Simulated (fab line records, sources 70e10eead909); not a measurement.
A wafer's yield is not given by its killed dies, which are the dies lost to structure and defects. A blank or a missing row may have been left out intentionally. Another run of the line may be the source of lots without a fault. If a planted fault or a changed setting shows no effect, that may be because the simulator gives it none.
fab line records	flow nandHarc
record: lots: 24	wafers: 72	lastDay: 26
route steps=1159 shown P_GATE@145 P_M0@272 P_M2@340
lots that met no fault: from a run of the same line without faults
startH: hours from the record's first day to the start of the lot's first wafer shown	waitH: how many hours have passed since the lot's step before this one	" the same as in the row above	L1.1+2: a row that stands for several wafers	- no value, or no start was given	* or withheld: withheld	< > ~ a bound
route shown NAME@n: a module of which the file shows steps, and the number in the route of the first	usual: average and standard deviation across the fault-free wafers	same: alike in all rows	chamber/n: place in a boat	sites: readings site by site	_std_site: standard deviation across them	_edge_site: mean of outer sites minus mean of inner sites	radiusMm: how far each site lies from the wafer's centre	mask NAME#n: copy n	behind: the most recent tool/chamber to have shaped the wafer	hold: cause of the lot's hold/its duration in hours/its outcome	device: the n, p or np transistor that did not switch	end of line: the same wafers' tests at the end of the route	a step with no rows: only its recipe	killed: count of dies lost to structure and defects at first sort (not the wafer's yield)	map: a wafer's dies, x killed, . not, _ none there
set.NAME: the setting that was run; set.NAME@STEP: the one run at that earlier step	model.NAME: the simulator's own value behind a step, which no gauge read
route steps across a sampled set of lots; one table per step, one row per wafer
services: a tool's chamber out of use, with start hour (startH, from the record's first day; less than 0 if before it), hours out, and reason
== steps ==
step: NHARC_P_GATE_ETCH_104
recipe: targetDepthA: 600	timeS: withheld	cf4FlowSccm: 100	chf3FlowSccm: 30	arFlowSccm: 0	rfW: 500	biasW: 200	chemistry: CF4/CHF3
usual: drypumpMotorCurrentA: 5.7/0.51	oesProductAu: 0.948/0.02	rfVppV: 370.4/1.9	showerheadPlenumPTorr: 1.57/0.05	throttleValvePct: 16.803/0.0098
lot.wafer	tool	chamber	startH	waitH	drypumpMotorCurrentA	oesProductAu	rfVppV	showerheadPlenumPTorr	throttleValvePct
L074.4	rieDiel-12	2	90.38	0.1	5.6	0.981	367.8	1.52	16.802
L074.3	"	0	"	"	6.7	0.964	370.0	1.57	16.792
L074.5	"	2	"	"	5.6	0.975	369.7	1.52	16.796
L075.3	rieDiel-01	2	94.82	0.1	5.1	0.962	368.1	1.54	16.806
L075.4	"	3	"	"	6.2	0.938	370.7	1.54	16.794
L075.5	"	1	"	"	5.4	0.937	372.6	1.65	16.809
L076.3	rieDiel-01	3	100.44	0.1	6.2	0.936	369.2	1.54	16.803
L076.4	"	1	"	"	5.4	0.926	374.5	1.65	16.801
L076.1	"	2	"	"	5.1	0.930	370.9	1.54	16.803
L077.2	rieDiel-12	1	100.66	0.2	5.4	0.935	373.1	1.62	16.810
L077.1	"	2	"	"	5.6	0.937	368.8	1.52	16.808
L077.5	"	1	"	"	5.4	0.940	371.8	1.62	16.803
L078.2	rieDiel-12	1	110.67	0.1	5.4	0.969	372.0	1.62	16.805
L078.4	"	3	"	"	5.9	0.938	369.3	1.54	16.795
L078.1	"	0	"	"	6.7	0.936	369.1	1.57	16.797
L080.3	rieDiel-01	1	124.95	0.1	5.4	0.977	374.7	1.65	16.818
L080.2	"	2	"	"	5.1	0.970	369.0	1.54	16.809
L080.5	"	2	"	"	5.1	0.964	369.3	1.54	16.783
L079.2	rieDiel-12	1	125.69	0.1	5.3	0.988	372.3	1.62	16.803
L079.4	"	3	"	"	5.9	0.955	368.6	1.54	16.806
L079.5	"	2	"	"	5.6	0.976	369.2	1.52	16.802
L082.3	rieDiel-02	1	135.45	0.1	6.7	0.940	369.1	1.56	16.793
L082.6	"	2	"	"	5.4	0.924	367.1	1.47	16.815
L082.5	"	3	"	"	6.1	0.940	374.0	1.65	16.820
L081.4	rieDiel-12	3	135.62	0.1	5.9	0.933	370.0	1.54	16.801
L081.6	"	1	"	"	5.4	0.934	371.4	1.62	16.796
L081.5	"	2	"	"	5.6	0.933	369.0	1.52	16.802
L083.2	rieDiel-02	3	142.13	0.1	6.1	0.935	374.3	1.65	16.786
L083.3	"	0	"	"	6.6	0.937	371.5	1.55	16.820
L083.4	"	1	"	"	6.7	0.930	370.8	1.56	16.825
L084.2	rieDiel-12	1	142.83	0.1	5.4	0.967	371.8	1.62	16.808
L084.4	"	2	"	"	5.6	0.940	369.7	1.52	16.807
L084.6	"	2	"	"	5.6	0.948	369.3	1.52	16.821
L086.3	rieDiel-02	3	163.96	0.1	6.1	0.970	374.3	1.65	16.810
L086.2	"	0	"	"	6.6	0.957	369.8	1.55	16.811
L086.6	"	3	"	"	6.1	0.975	371.6	1.65	16.812
L087.2	rieDiel-01	3	164.55	0.2	6.2	0.958	369.0	1.54	16.789
L087.4	"	0	"	"	5.6	0.935	369.5	1.57	16.815
L087.6	"	1	"	"	5.4	0.933	373.3	1.65	16.811
L085.4	rieDiel-01	3	165.24	0.4	6.2	0.922	369.8	1.54	16.796
L085.2	"	1	"	"	5.4	0.933	373.5	1.65	16.786
L085.6	"	2	"	"	5.1	0.932	370.1	1.53	16.804
L089.4	rieDiel-12	1	178.36	0.1	5.4	0.992	372.7	1.62	16.804
L089.2	"	3	"	"	5.9	0.947	371.2	1.53	16.794
L089.5	"	1	"	"	5.4	0.988	370.9	1.62	16.813
L088.1	rieDiel-12	2	178.90	0.1	5.6	0.978	369.4	1.51	16.812
L088.2	"	3	"	"	5.9	0.966	368.8	1.53	16.803
L088.5	"	2	"	"	5.6	0.978	367.6	1.51	16.814
L090.2	rieDiel-12	2	194.61	0.1	5.6	0.958	367.2	1.51	16.786
L090.6	"	0	"	"	6.7	0.957	370.9	1.56	16.794
L090.5	"	2	"	"	5.6	0.950	367.2	1.51	16.820
L091.3	rieDiel-01	2	194.62	0.2	5.1	0.925	370.1	1.53	16.802
L091.2	"	3	"	"	6.2	0.915	369.5	1.54	16.812
L091.6	"	2	"	"	5.1	0.939	368.5	1.53	16.808
L092.3	rieDiel-01	1	197.20	0.2	5.4	0.944	372.6	1.65	16.799
L092.4	"	2	"	"	5.1	0.945	370.4	1.53	16.802
L092.1	"	3	"	"	6.2	0.929	367.5	1.54	16.786
L093.1	rieDiel-01	1	206.11	0.1	5.4	0.933	371.4	1.65	16.803
L093.2	"	0	"	"	5.6	0.917	369.6	1.57	16.801
L093.5	"	2	"	"	5.1	0.933	368.3	1.53	16.795
L094.3	rieDiel-01	2	206.58	0.4	5.1	0.937	368.2	1.53	16.796
L094.1	"	0	"	"	5.6	0.927	371.3	1.57	16.816
L094.2	"	1	"	"	5.4	0.951	373.2	1.65	16.790
L095.2	rieDiel-02	2	213.55	0.1	5.4	0.933	367.0	1.46	16.808
L095.3	"	3	"	"	6.1	0.910	375.5	1.64	16.805
L095.6	"	1	"	"	6.7	0.912	369.8	1.55	16.787
L097.4	rieDiel-01	1	224.56	0.1	5.4	0.970	371.9	1.64	16.808
L097.2	"	2	"	"	5.1	0.957	369.0	1.53	16.803
L097.6	"	0	"	"	5.6	0.967	371.9	1.57	16.796
L096.3	rieDiel-12	2	224.91	0.1	5.6	0.972	368.5	1.51	16.807
L096.2	"	3	"	"	5.9	0.965	369.1	1.53	16.802
L096.6	"	0	"	"	6.7	0.971	370.8	1.56	16.789
step: NHARC_P_M0_DEGAS_28
recipe: tempC: 250	timeS: 60
usual: heaterPowerW: 343/42
lot.wafer	tool	chamber	startH	waitH	heaterPowerW
L074.3	pvdSputter-02	-	115.78	-	457
L074.4	"	-	"	"	322
L074.5	"	-	"	"	452
L075.3	pvdSputter-01	-	127.33	-	345
L075.4	"	-	"	"	343
L075.5	"	-	"	"	348
L076.4	pvdSputter-03	-	130.57	-	369
L076.1	"	-	"	"	319
L076.3	"	-	"	"	298
L077.2	pvdSputter-01	-	135.50	-	335
L077.1	"	-	"	"	343
L077.5	"	-	"	"	346
L078.1	pvdSputter-02	-	137.63	-	295
L078.2	"	-	"	"	454
L078.4	"	-	"	"	351
L080.2	pvdSputter-02	-	153.43	-	310
L080.3	"	-	"	"	306
L080.5	"	-	"	"	306
L079.2	pvdSputter-01	-	153.84	-	354
L079.4	"	-	"	"	330
L079.5	"	-	"	"	350
L081.4	pvdSputter-03	-	163.63	-	302
L081.6	"	-	"	"	373
L081.5	"	-	"	"	324
L082.3	pvdSputter-02	-	167.35	-	348
L082.6	"	-	"	"	347
L082.5	"	-	"	"	297
L083.2	pvdSputter-03	-	171.85	-	384
L083.4	"	-	"	"	314
L083.3	"	-	"	"	335
L084.4	pvdSputter-01	-	172.28	-	379
L084.2	"	-	"	"	326
L084.6	"	-	"	"	359
L087.4	pvdSputter-03	-	192.49	-	299
L087.2	"	-	"	"	339
L087.6	"	-	"	"	295
L085.2	pvdSputter-02	-	193.91	-	315
L085.4	"	-	"	"	458
L085.6	"	-	"	"	296
L086.2	pvdSputter-01	-	194.24	-	347
L086.3	"	-	"	"	363
L086.6	"	-	"	"	357
L089.2	pvdSputter-02	-	204.38	-	296
L089.4	"	-	"	"	447
L089.5	"	-	"	"	346
L088.1	pvdSputter-03	-	209.16	-	324
L088.2	"	-	"	"	332
L088.5	"	-	"	"	388
L090.2	pvdSputter-03	-	220.34	-	336
L090.6	"	-	"	"	384
L090.5	"	-	"	"	323
L092.1	pvdSputter-02	-	224.33	-	289
L092.4	"	-	"	"	454
L092.3	"	-	"	"	342
L091.3	pvdSputter-02	-	225.00	-	340
L091.2	"	-	"	"	435
L091.6	"	-	"	"	298
L093.2	pvdSputter-02	-	234.99	-	305
L093.1	"	-	"	"	296
L093.5	"	-	"	"	437
L094.2	pvdSputter-02	-	235.56	-	296
L094.3	"	-	"	"	306
L094.1	"	-	"	"	437
L095.2	pvdSputter-01	-	238.45	-	376
L095.3	"	-	"	"	308
L095.6	"	-	"	"	375
L097.4	pvdSputter-01	-	253.41	-	369
L097.2	"	-	"	"	327
L097.6	"	-	"	"	356
L096.3	pvdSputter-01	-	254.62	-	353
L096.2	"	-	"	"	364
L096.6	"	-	"	"	353
step: NHARC_P_M0_PRE_CLEAN_29
recipe: timeS: 30	tempC: 280	gas: H2/He
usual: heaterPowerW: 417/51
lot.wafer	tool	chamber	startH	waitH	heaterPowerW
L074.3	pvdSputter-02	-	-	-	556
L074.4	"	-	"	"	411
L074.5	"	-	"	"	553
L075.3	pvdSputter-01	-	-	-	420
L075.4	"	-	"	"	423
L075.5	"	-	"	"	411
L076.4	pvdSputter-03	-	-	-	463
L076.1	"	-	"	"	402
L076.3	"	-	"	"	414
L077.1	pvdSputter-01	-	-	-	442
L077.2	"	-	"	"	419
L077.5	"	-	"	"	411
L078.2	pvdSputter-02	-	-	-	555
L078.1	"	-	"	"	432
L078.4	"	-	"	"	377
L080.3	pvdSputter-02	-	-	-	415
L080.2	"	-	"	"	367
L080.5	"	-	"	"	372
L079.4	pvdSputter-01	-	-	-	434
L079.2	"	-	"	"	428
L079.5	"	-	"	"	426
L081.4	pvdSputter-03	-	-	-	461
L081.6	"	-	"	"	403
L081.5	"	-	"	"	418
L082.3	pvdSputter-02	-	-	-	563
L082.5	"	-	"	"	424
L082.6	"	-	"	"	362
L083.2	pvdSputter-03	-	-	-	463
L083.3	"	-	"	"	387
L083.4	"	-	"	"	376
L084.2	pvdSputter-01	-	-	-	440
L084.4	"	-	"	"	448
L084.6	"	-	"	"	426
L087.2	pvdSputter-03	-	-	-	470
L087.4	"	-	"	"	420
L087.6	"	-	"	"	473
L085.4	pvdSputter-02	-	-	-	350
L085.2	"	-	"	"	562
L085.6	"	-	"	"	377
L086.3	pvdSputter-01	-	-	-	404
L086.2	"	-	"	"	446
L086.6	"	-	"	"	399
L089.2	pvdSputter-02	-	-	-	429
L089.4	"	-	"	"	381
L089.5	"	-	"	"	424
L088.2	pvdSputter-03	-	-	-	415
L088.1	"	-	"	"	365
L088.5	"	-	"	"	369
L090.2	pvdSputter-03	-	-	-	459
L090.6	"	-	"	"	411
L090.5	"	-	"	"	378
L092.1	pvdSputter-02	-	-	-	361
L092.3	"	-	"	"	367
L092.4	"	-	"	"	416
L091.3	pvdSputter-02	-	-	-	358
L091.2	"	-	"	"	410
L091.6	"	-	"	"	373
L093.2	pvdSputter-02	-	-	-	361
L093.1	"	-	"	"	381
L093.5	"	-	"	"	367
L094.2	pvdSputter-02	-	-	-	368
L094.3	"	-	"	"	545
L094.1	"	-	"	"	406
L095.2	pvdSputter-01	-	-	-	447
L095.3	"	-	"	"	404
L095.6	"	-	"	"	439
L097.4	pvdSputter-01	-	-	-	400
L097.2	"	-	"	"	459
L097.6	"	-	"	"	379
L096.2	pvdSputter-01	-	-	-	378
L096.3	"	-	"	"	451
L096.6	"	-	"	"	442
step: NHARC_P_M0_THK_MEAS_24
recipe: thkMeasGauge: xrf
usual: thkNm: 117.2/1.6
lot.wafer	tool	chamber	startH	waitH	thkNm
L074.3	filmMetro-02	-	117.19	-	116.9
L074.4	"	-	"	"	117.9
L074.5	"	-	"	"	116.7
L075.3	filmMetro-01	-	128.75	-	116.8
L075.4	"	-	"	"	116.9
L075.5	"	-	"	"	117.8
L076.1	filmMetro-02	-	132.00	-	114.1
L076.3	"	-	"	"	116.7
L076.4	"	-	"	"	116.0
L077.1	filmMetro-01	-	136.90	-	116.9
L077.2	"	-	"	"	118.3
L077.5	"	-	"	"	116.1
L078.1	filmMetro-02	-	139.06	-	116.0
L078.2	"	-	"	"	116.7
L078.4	"	-	"	"	117.9
L080.2	filmMetro-01	-	154.87	-	120.1
L080.3	"	-	"	"	118.3
L080.5	"	-	"	"	118.1
L079.2	filmMetro-01	-	155.26	-	116.9
L079.4	"	-	"	"	116.7
L079.5	"	-	"	"	118.5
L081.4	filmMetro-02	-	165.26	-	119.5
L081.5	"	-	"	"	116.6
L081.6	"	-	"	"	117.5
L082.3	filmMetro-01	-	168.90	-	119.6
L082.5	"	-	"	"	117.3
L082.6	"	-	"	"	117.7
L083.2	filmMetro-01	-	173.28	-	116.2
L083.3	"	-	"	"	120.3
L083.4	"	-	"	"	117.0
L084.2	filmMetro-02	-	173.70	-	120.5
L084.4	"	-	"	"	119.2
L084.6	"	-	"	"	116.0
L087.2	filmMetro-02	-	193.89	-	118.6
L087.4	"	-	"	"	115.8
L087.6	"	-	"	"	115.4
L085.2	filmMetro-01	-	195.29	-	114.9
L085.4	"	-	"	"	117.5
L085.6	"	-	"	"	115.6
L086.2	filmMetro-02	-	196.22	-	118.5
L086.3	"	-	"	"	115.4
L086.6	"	-	"	"	116.9
L089.2	filmMetro-01	-	205.87	-	118.5
L089.4	"	-	"	"	116.2
L089.5	"	-	"	"	116.3
L088.1	filmMetro-02	-	210.55	-	115.1
L088.2	"	-	"	"	114.3
L088.5	"	-	"	"	116.0
L090.2	filmMetro-02	-	221.88	-	119.3
L090.5	"	-	"	"	116.2
L090.6	"	-	"	"	116.9
L092.1	filmMetro-02	-	225.83	-	118.1
L092.3	"	-	"	"	115.3
L092.4	"	-	"	"	115.3
L091.2	filmMetro-02	-	226.41	-	115.8
L091.3	"	-	"	"	116.6
L091.6	"	-	"	"	116.3
L093.1	filmMetro-02	-	236.41	-	119.0
L093.2	"	-	"	"	118.6
L093.5	"	-	"	"	118.5
L094.1	filmMetro-02	-	236.95	-	117.3
L094.2	"	-	"	"	113.4
L094.3	"	-	"	"	116.0
L095.2	filmMetro-02	-	239.85	-	117.0
L095.3	"	-	"	"	116.0
L095.6	"	-	"	"	118.6
L097.2	filmMetro-01	-	254.80	-	118.8
L097.4	"	-	"	"	118.2
L097.6	"	-	"	"	119.6
L096.2	filmMetro-02	-	256.04	-	116.3
L096.3	"	-	"	"	118.2
L096.6	"	-	"	"	116.4
step: NHARC_P_M0_PRE_CLEAN_31
recipe: timeS: 12	tempC: 370	rfPowerW: 300	gas: NH3
usual: heaterPowerW: 621/57
lot.wafer	tool	chamber	startH	waitH	heaterPowerW
L074.3	pecvd-04	0	117.45	0.1	556
L074.5	"	1	"	"	570
L074.4	"	2	"	"	660
L075.3	pecvd-01	0	129.05	0.1	629
L075.4	"	0	"	"	650
L075.5	"	1	"	"	683
L076.1	pecvd-04	1	132.22	0.1	518
L076.3	"	2	"	"	715
L076.4	"	0	"	"	618
L077.1	pecvd-02	1	137.13	0.1	602
L077.2	"	2	"	"	530
L077.5	"	1	"	"	618
L078.2	pecvd-01	1	139.28	0.1	681
L078.1	"	0	"	"	629
L078.4	"	0	"	"	637
L080.3	pecvd-04	2	155.11	0.1	715
L080.2	"	0	"	"	630
L080.5	"	2	"	"	723
L079.2	pecvd-01	0	155.49	0.1	609
L079.4	"	2	"	"	608
L079.5	"	0	"	"	604
L081.4	pecvd-01	2	165.53	0.1	688
L081.6	"	0	"	"	630
L081.5	"	1	"	"	595
L082.3	pecvd-02	0	169.14	0.1	633
L082.6	"	2	"	"	553
L082.5	"	1	"	"	572
L083.3	pecvd-01	0	173.51	0.1	583
L083.2	"	1	"	"	670
L083.4	"	1	"	"	668
L084.2	pecvd-01	0	173.95	0.1	599
L084.4	"	1	"	"	615
L084.6	"	2	"	"	663
L087.2	pecvd-04	0	194.11	0.1	606
L087.4	"	1	"	"	598
L087.6	"	2	"	"	615
L085.2	pecvd-01	2	195.53	0.1	680
L085.4	"	2	"	"	671
L085.6	"	0	"	"	624
L086.2	pecvd-01	2	196.44	0.1	637
L086.3	"	1	"	"	646
L086.6	"	1	"	"	645
L089.2	pecvd-01	0	206.10	0.1	626
L089.5	"	0	"	"	585
L089.4	"	2	"	"	697
L088.1	pecvd-04	0	210.78	0.1	657
L088.2	"	1	"	"	507
L088.5	"	2	"	"	622
L090.2	pecvd-01	0	222.12	0.1	569
L090.5	"	2	"	"	655
L090.6	"	1	"	"	646
L092.3	pecvd-04	1	226.07	0.1	597
L092.1	"	0	"	"	617
L092.4	"	0	"	"	607
L091.2	pecvd-01	1	226.64	0.1	615
L091.3	"	2	"	"	697
L091.6	"	0	"	"	571
L093.1	pecvd-02	2	236.65	0.1	494
L093.2	"	0	"	"	705
L093.5	"	1	"	"	603
L094.3	pecvd-02	1	237.59	0.4	619
L094.2	"	2	"	"	504
L094.1	"	0	"	"	720
L095.3	pecvd-02	1	240.08	0.1	624
L095.2	"	2	"	"	548
L095.6	"	1	"	"	594
L097.2	pecvd-04	0	255.03	0.1	636
L097.4	"	0	"	"	639
L097.6	"	1	"	"	524
L096.2	pecvd-02	1	256.27	0.1	561
L096.3	"	0	"	"	661
L096.6	"	2	"	"	509
step: NHARC_P_M2_PVD_20
recipe: targetThkA: 50	biasV: 168.6	powerW: 15000	chamberPressurePa: 0.12	timeS: 8.06	substrateTempC: 50	material: TaN
usual: throttleValvePct: 29.5/0.97
lot.wafer	tool	chamber	startH	waitH	throttleValvePct
L074.4	pvdSputter-01	-	-	-	28.9
L074.3	"	-	"	"	30.2
L074.5	"	-	"	"	28.7
L075.4	pvdSputter-03	-	-	-	31.0
L075.3	"	-	"	"	28.4
L075.5	"	-	"	"	30.1
L076.1	pvdSputter-03	-	-	-	30.7
L076.4	"	-	"	"	28.7
L076.3	"	-	"	"	30.1
L077.2	pvdSputter-01	-	-	-	28.6
L077.1	"	-	"	"	31.4
L077.5	"	-	"	"	28.8
L078.2	pvdSputter-03	-	-	-	30.8
L078.4	"	-	"	"	28.5
L078.1	"	-	"	"	30.1
L080.2	pvdSputter-03	-	-	-	30.3
L080.3	"	-	"	"	28.9
L080.5	"	-	"	"	30.1
L079.4	pvdSputter-02	-	-	-	28.0
L079.2	"	-	"	"	28.9
L079.5	"	-	"	"	28.1
L081.4	pvdSputter-03	-	-	-	31.2
L081.6	"	-	"	"	29.9
L081.5	"	-	"	"	30.6
L082.3	pvdSputter-01	-	-	-	29.6
L082.6	"	-	"	"	31.5
L082.5	"	-	"	"	29.7
L083.3	pvdSputter-03	-	-	-	30.5
L083.4	"	-	"	"	28.5
L083.2	"	-	"	"	29.9
L084.4	pvdSputter-02	-	-	-	28.2
L084.2	"	-	"	"	28.5
L084.6	"	-	"	"	28.0
L087.4	pvdSputter-01	-	-	-	29.7
L087.2	"	-	"	"	29.9
L087.6	"	-	"	"	29.8
L085.4	pvdSputter-02	-	-	-	28.1
L085.2	"	-	"	"	28.4
L085.6	"	-	"	"	27.9
L086.3	pvdSputter-02	-	-	-	28.5
L086.2	"	-	"	"	28.3
L086.6	"	-	"	"	28.6
L089.4	pvdSputter-03	-	-	-	30.0
L089.2	"	-	"	"	28.6
L089.5	"	-	"	"	30.2
L088.1	pvdSputter-03	-	-	-	30.1
L088.2	"	-	"	"	30.9
L088.5	"	-	"	"	30.3
L090.2	pvdSputter-02	-	-	-	29.7
L090.6	"	-	"	"	28.2
L090.5	"	-	"	"	28.7
L092.3	pvdSputter-02	-	-	-	29.0
L092.4	"	-	"	"	29.7
L092.1	"	-	"	"	28.4
L091.2	pvdSputter-01	-	-	-	29.7
L091.3	"	-	"	"	31.4
L091.6	"	-	"	"	29.7
L093.2	pvdSputter-02	-	-	-	28.3
L093.1	"	-	"	"	28.6
L093.5	"	-	"	"	28.4
L094.3	pvdSputter-03	-	-	-	30.0
L094.2	"	-	"	"	30.8
L094.1	"	-	"	"	29.7
L095.3	pvdSputter-03	-	-	-	30.1
L095.2	"	-	"	"	30.1
L095.6	"	-	"	"	29.6
L097.2	pvdSputter-03	-	-	-	30.9
L097.4	"	-	"	"	28.5
L097.6	"	-	"	"	30.1
L096.2	pvdSputter-01	-	-	-	31.5
L096.3	"	-	"	"	30.0
L096.6	"	-	"	"	29.6
== services ==
tool	chamber	startH	hours	kind
rieDiel-01	1	70.70	4.6	repair
pvdSputter-03	-	74.40	3.8	repair
pecvd-04	-	75.08	9.2	repair
rieDiel-12	3	99.58	4.0	repair
pvdSputter-03	-	102.09	10.0	pm
pvdSputter-02	-	134.85	0.8	repair
rieDiel-01	-	137.80	9.0	pm
rieDiel-02	-	150.78	9.0	pm
pecvd-02	-	153.00	13.0	pm
pvdSputter-01	-	158.03	10.0	pm
pvdSputter-03	-	173.10	4.6	repair
rieDiel-12	3	192.43	5.1	repair
pecvd-04	-	195.56	13.0	pm
rieDiel-12	-	202.62	9.0	pm
rieDiel-01	3	204.20	3.6	repair
rieDiel-12	-	212.33	1.2	repair
pvdSputter-02	-	214.00	10.0	pm
rieDiel-01	1	216.27	6.4	repair
pvdSputter-01	-	222.21	9.6	repair
rieDiel-02	0	229.12	7.9	repair
pecvd-01	-	237.10	13.0	pm
pvdSputter-01	-	246.78	2.8	repair
pvdSputter-03	-	247.70	4.4	repair
pecvd-02	-	261.75	1.0	repair
== key ==
fault none
